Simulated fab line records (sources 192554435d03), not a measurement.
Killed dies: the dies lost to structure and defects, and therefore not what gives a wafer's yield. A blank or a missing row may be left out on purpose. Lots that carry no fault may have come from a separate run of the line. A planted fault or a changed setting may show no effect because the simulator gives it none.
A struck lot beside a sound one	flow n5-finfet	26 out of 1938 route steps
Sound: wafers L279.1, L279.3, L279.4. Struck: wafer L265.3. (L265.2, L265.5 of the same lot were not struck and are left out.) The cause comes at the end.
Order at every step that has rows: each side's tool, ch and its chambers, its first start. Under that, the readings that differ: sound wafers	struck wafers	difference of the means	sigmas: that difference in standard deviations of wafers without a fault.
alike: a reading whose means differ by less than 2 such deviations, as well as words and numbers matching on both sides. not compared: withheld readings; readings where some wafer has no value; bounds like >300 that might hide an equal value; numbers whose values overlap and for which the record gives no deviation.
Wherever a step has rows on one side only, a row that says differs or no value, or a row with sigmas, the two part there. When numbers do not overlap yet have no deviation, they are printed without sigmas and do not part them. A reading missing from all wafers of one side parts the sides only when that side holds two or more wafers.

first, 10 steps without rows for these wafers: N5_FIN_SAQP_PRECLEAN_42 (cleans in O3/DIW, time 60 s); N5_FIN_SAQP_PRECLEAN_00 (cleans in SC1, time 60 s); N5_FIN_SAQP_PRECLEAN_44 (cleans in SC2, time 45 s); N5_FIN_SAQP_SRD_01 (time 30 s); N5_FIN_SAQP_ALD_61 (deposits SiO2, target thk 4 nm, pulse time 1 s, purge time 2 s); N5_FIN_SAQP_DENSIFY_62 (time 60 s); N5_FIN_SAQP_HM_DEP_03 (deposits SiNx from SiH4/NH3/N2, target thk 38 nm, time 33.6 s); N5_FIN_SAQP_PECVD_47 (deposits a-Si from SiH4/He, target thk 45 nm, time 36.3 s); N5_FIN_SAQP_PECVD_48 (deposits SiNx from SiH4/NH3/N2, target thk 25 nm, time 22.1 s); N5_FIN_SAQP_PECVD_06 (deposits a-Si from SiH4/He, target thk 60 nm, time 48.1 s).
N5_FIN_SAQP_HM_DEP_72: deposits SiO2 from SiH4/N2O, target thk 12 nm, time 7.2 s.
  sound on pecvd-01 ch 0,1,2, day 7 10:33; struck on pecvd-02 ch 1, day 3 21:01
reading	sound	struck	difference	sigmas
model.SiO2_of_FIN_SAQP_HM_DEP_72.thk-nm (nm)	11.74 11.83 11.8	20.03	+8.24	
  alike: heater-power-w, showerhead-plenum-p-Torr
then, 12 steps without rows for these wafers: N5_FIN_SAQP_COAT_49 (time 60 s, resist thk 100 nm); N5_FIN_SAQP_COAT_50 (time 60 s, resist thk 35 nm); N5_FIN_SAQP_COAT_10 (resist thk 90 nm); N5_FIN_SAQP_EBR_12; N5_FIN_SAQP_SOFTBAKE_11 (time 60 s); N5_FIN_SAQP_EXPOSE_13 (exposes mask FIN CORE, target cd 35.6 nm); N5_FIN_SAQP_PEB_14 (peb time 60 s); N5_FIN_SAQP_DEVELOP_15 (develop time 30 s); N5_FIN_SAQP_DESCUM_21 (chemistry O2, time 7.9 s); N5_FIN_SAQP_ETCH_51 (etches SiARC in CF4, target depth 45.5 nm, time 75.8 s); N5_FIN_SAQP_ETCH_52 (etches SOC in N2/H2, target depth 100 nm, overetch 20 nm, time 150 s); N5_FIN_SAQP_STRIP_53 (strips in N2/H2).
N5_FIN_SAQP_HM_OPEN_73: chemistry CHF3/O2, target SiO2, stops on a-Si, target depth 12 nm, time 16.8 s.
  sound on rie-diel-01 ch 0,1,2, day 7 11:10; struck on rie-diel-05 ch 1, day 3 21:46
reading	sound	struck	difference	sigmas
oes-product-au (a.u.)	0.41 0.50 0.43	0.55	+0.10	+3
model.etch.depth-nm (nm)	11.74 11.83 11.8	20.03	+8.24	
  alike: drypump-motor-current-A, rf-vpp-V, showerhead-plenum-p-Torr, throttle-valve-pct
  not compared: rf-hours-counter-h
then, 1 step without rows for these wafers: N5_FIN_SAQP_STRIP_74 (strips in CHF3/O2).
-- here the record skips 7 days between the struck wafers' starts before and after, leaving off in module FIN_SAQP and picking up in module BEOL_M4 (first step shown: number 1111 of the route) --
N5_BEOL_M4_RC_MEAS_101:
  sound on prober-01 ch 0, day 13 14:38; struck on prober-02 ch 0, day 10 11:01
reading	sound	struck	difference	sigmas
ION_N (uA/um)	647 649 657	672	+21	+2
SS_N (mV/dec)	70.6 71.1 71.2	72.2	+1.2	+2
  alike: DIBL_N, DIBL_P, IOFF_N, IOFF_P, ION_P, SS_P, VT_N, VT_P

WHERE THEY PART
Earliest at N5_FIN_SAQP_HM_OPEN_73; latest, in this record, at N5_BEOL_M4_RC_MEAS_101.

WHY: whatever the simulator had introduced
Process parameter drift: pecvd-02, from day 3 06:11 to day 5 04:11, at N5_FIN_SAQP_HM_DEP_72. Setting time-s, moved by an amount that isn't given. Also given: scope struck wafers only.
